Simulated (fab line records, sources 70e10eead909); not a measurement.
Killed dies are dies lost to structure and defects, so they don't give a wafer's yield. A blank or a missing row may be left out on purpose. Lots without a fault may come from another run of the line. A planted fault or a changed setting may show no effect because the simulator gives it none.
A struck lot beside a sound one | flow nand_harc | 15 steps out of a route of 1302
Sound: wafers L483.2, L483.3, L483.5. Struck: wafer L487.5. (L487.4, L487.6 of the same lot were not struck and are left out.) The cause comes at the end.
At each step with rows: each side's tool, then ch and its chambers, then its first start. Under that, the readings that differ: sound wafers | struck wafers | difference of the means | sigmas: that difference in standard deviations of wafers without a fault.
alike: readings whose means differ by less than 2 such deviations, and words and numbers that are the same on both sides. not compared: withheld readings, readings that some wafer has no value for, bounds like >300 that may hide the same value, and numbers for which the record gives no deviation and whose values overlap.
The two part at a step that has a row with sigmas, a row that says differs or no value, or rows on one side only. Numbers that don't overlap but have no deviation are shown without sigmas and don't part them. A reading that every wafer of one side lacks parts them only if that side has two wafers or more.

first, 4 steps without rows for these wafers: NHARC_A_M1_EBR_05; NHARC_A_M1_EXPOSE_06 (exposes mask A M1, target cd 120 nm); NHARC_A_M1_PEB_07 (peb time 65 s); NHARC_A_M1_DEVELOP_08 (develop time 35 s).
NHARC_A_M1_CD_MEAS_09: target cd 120 nm.
  sound on cd_sem-01 ch 0, day 23 19:09; struck on cd_sem-03 ch 0, day 26 00:58
  reading    | sound             | struck | difference | sigmas
  cd_nm (nm) | 119.5 119.8 120.0 | 118.3  | -1.5       | -2
NHARC_A_M1_OVL_MEAS_10: pitch 240 nm.
  sound on overlay-01, day 23 19:14; struck on overlay-02, day 26 01:02
  alike: overlay_x_nm, overlay_y_nm
NHARC_A_M1_INSPECT_11:
  sound on defect_inspect-02, day 23 19:16; struck on defect_inspect-02, day 26 01:05
  alike: raw_defect_count
NHARC_A_M1_DESCUM_14: chemistry O2, time 3 s.
  sound on rie_diel-12 ch 1,2,3, day 23 19:20; struck on rie_diel-06 ch 2, day 26 01:10
  alike: drypump_motor_current_A, oes_product_au, rf_vpp_V, showerhead_plenum_p_Torr, throttle_valve_pct
  not compared: rf_hours_counter_h
NHARC_A_M1_ETCH_35: etches the open film in N2/H2, target depth 40 nm, overetch 12 nm, time 43.94 s.
  sound on rie_diel-12 ch 2,3, day 23 19:25; struck on rie_diel-06 ch 3, day 26 01:14
  alike: drypump_motor_current_A, oes_product_au, rf_vpp_V, showerhead_plenum_p_Torr, throttle_valve_pct
  not compared: rf_hours_counter_h
NHARC_A_M1_ETCH_15: etches the open film in C4F8/Ar, target depth 182.5 nm, time 91.2 s.
  sound on rie_diel-12 ch 0,1,3; struck on rie_diel-06 ch 0
  alike: oes_product_au, rf_vpp_V
  not compared: rf_hours_counter_h
NHARC_A_M1_CD_MEAS_16:
  sound on cd_sem-01, day 23 19:38; struck on cd_sem-02, day 26 01:27
  alike: cd_nm
NHARC_A_M1_STRIP_18: strips in N2/H2.
  sound on rie_diel-03 ch 0,1,3, day 23 19:43; struck on rie_diel-03 ch 1, day 26 01:34
  alike: drypump_motor_current_A, oes_product_au, rf_vpp_V, showerhead_plenum_p_Torr, throttle_valve_pct
  not compared: rf_hours_counter_h
NHARC_A_M1_ETCH_28: etches the open film in CF4/N2, target depth 30 nm, time 72.99 s.
  sound on rie_diel-03 ch 1,2,3, day 23 19:58; struck on rie_diel-03 ch 0, day 26 01:46
  reading                | sound                | struck | difference | sigmas
  oes_product_au (a.u.)  | 0.997 1.003 0.988    | 0.823  | -0.173     | -20
  throttle_valve_pct (%) | 19.793 19.800 19.801 | 19.779 | -0.019     | -2
  alike: drypump_motor_current_A, rf_vpp_V, showerhead_plenum_p_Torr
  not compared: rf_hours_counter_h
then, 1 step without rows for these wafers: NHARC_A_M1_STRIP_19 (strips in post etch residue remover, time 600 s).
NHARC_END_SORT_01:
  sound on prober-02 ch 0, day 25 12:32; struck on prober-01 ch 0, day 27 15:44
  alike: defect_limited_yield, killed_at_array, killed_at_other, killed_at_periphery, killed_dies, killed_open, killed_short, sort_bin_2_pct, sort_bin_3_pct, sort_bin_4_pct, sort_n_pass, sort_rim_yield_pct, sort_yield_pct

WHERE THEY PART
First at NHARC_A_M1_CD_MEAS_09; last, within this record, at NHARC_A_M1_ETCH_28. Later steps at which nothing parts them and some readings are alike: NHARC_END_SORT_01.

WHY: what the simulator had put in
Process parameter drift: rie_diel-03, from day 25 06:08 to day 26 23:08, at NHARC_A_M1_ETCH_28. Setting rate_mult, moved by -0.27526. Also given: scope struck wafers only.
